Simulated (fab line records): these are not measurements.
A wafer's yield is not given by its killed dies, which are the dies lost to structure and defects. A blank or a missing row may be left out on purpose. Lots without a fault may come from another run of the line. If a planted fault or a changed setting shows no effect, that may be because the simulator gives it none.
Chamber matching | flow n5-finfet | rie-diel-03 running N5_BEOL_M0_SAQP_ETCH_49: 4 sister chambers
The step etches SiO2 in CF4/O2, target depth 37 nm. 18 wafers are shown with their chamber, then 9 later ones without.

== WAFERS PAIRED WITH THEIR CHAMBERS ==
wafer  | chamber | showerhead-plenum-p-Torr (Torr) | drypump-motor-current-A (A) | throttle-valve-pct (%)
L078.2 | 2       | 2.18                            | 6.5                         | 15.83
L078.4 | 3       | 2.10                            | 5.5                         | 15.76
L078.5 | 2       | 2.18                            | 6.5                         | 15.85
L079.1 | 3       | 2.10                            | 5.5                         | 15.77
L079.2 | 0       | 2.26                            | 5.9                         | 15.93
L079.3 | 2       | 2.18                            | 6.6                         | 15.83
L081.2 | 0       | 2.26                            | 5.8                         | 15.94
L081.3 | 2       | 2.18                            | 6.5                         | 15.84
L081.5 | 2       | 2.18                            | 6.5                         | 15.85
L082.1 | 0       | 2.25                            | 5.8                         | 15.94
L082.4 | 1       | 2.11                            | 5.6                         | 16.13
L082.6 | 0       | 2.25                            | 5.8                         | 15.93
L086.3 | 3       | 2.09                            | 5.5                         | 15.78
L086.4 | 0       | 2.25                            | 5.9                         | 15.95
L086.6 | 3       | 2.09                            | 5.5                         | 15.79
L088.3 | 0       | 2.25                            | 5.8                         | 15.95
L088.4 | 1       | 2.11                            | 5.6                         | 16.15
L088.5 | 3       | 2.09                            | 5.5                         | 15.79

SIGNATURES (means of the wafers above)
reading                  | chamber 0 | chamber 1 | chamber 2 | chamber 3 | scatter within a chamber
showerhead-plenum-p-Torr | 2.2533    | 2.1100    | 2.1800    | 2.0940    | 0.00425
drypump-motor-current-A  | 5.833     | 5.600     | 6.520     | 5.500     | 0.039
throttle-valve-pct       | 15.9400   | 16.1400   | 15.8400   | 15.7780   | 0.011
Rule: for each reading, subtract the chamber's mean from the wafer's reading, divide by that reading's scatter and square the result; add these up over the readings and take the root, which gives the wafer's distance from the chamber. If the next closest chamber is less than 2 further off than the closest, the wafer can't be placed; otherwise it belongs to the closest. The scatter: the root of (the sum of the squares of (reading less its chamber's mean) over the shown wafers, divided by (wafers less chambers)).

== WAFERS WHOSE CHAMBER IS MISSING ==
wafer  | showerhead-plenum-p-Torr (Torr) | drypump-motor-current-A (A) | throttle-valve-pct (%)
L091.1 | 2.11                            | 5.6                         | 16.14
L091.5 | 2.18                            | 6.6                         | 15.39
L091.6 | 2.11                            | 5.6                         | 16.16
L093.2 | 2.25                            | 5.9                         | 15.99
L093.4 | 2.11                            | 5.6                         | 16.17
L093.6 | 2.18                            | 6.5                         | 15.39
L094.2 | 2.25                            | 5.8                         | 15.99
L094.3 | 2.11                            | 5.7                         | 16.19
L094.5 | 2.11                            | 5.6                         | 16.17

== THE CHAMBER EACH PASSED THROUGH ==
wafer  | from the rows above | in truth
L091.1 | 1                   | 1
L091.5 | 2                   | 2
L091.6 | 1                   | 1
L093.2 | 0                   | 0
L093.4 | 1                   | 1
L093.6 | 2                   | 2
L094.2 | 0                   | 0
L094.3 | 1                   | 1
L094.5 | 1                   | 1
Correct placement for 9 of the 9. Can't be placed from these rows: 0. 0 placed wrongly.
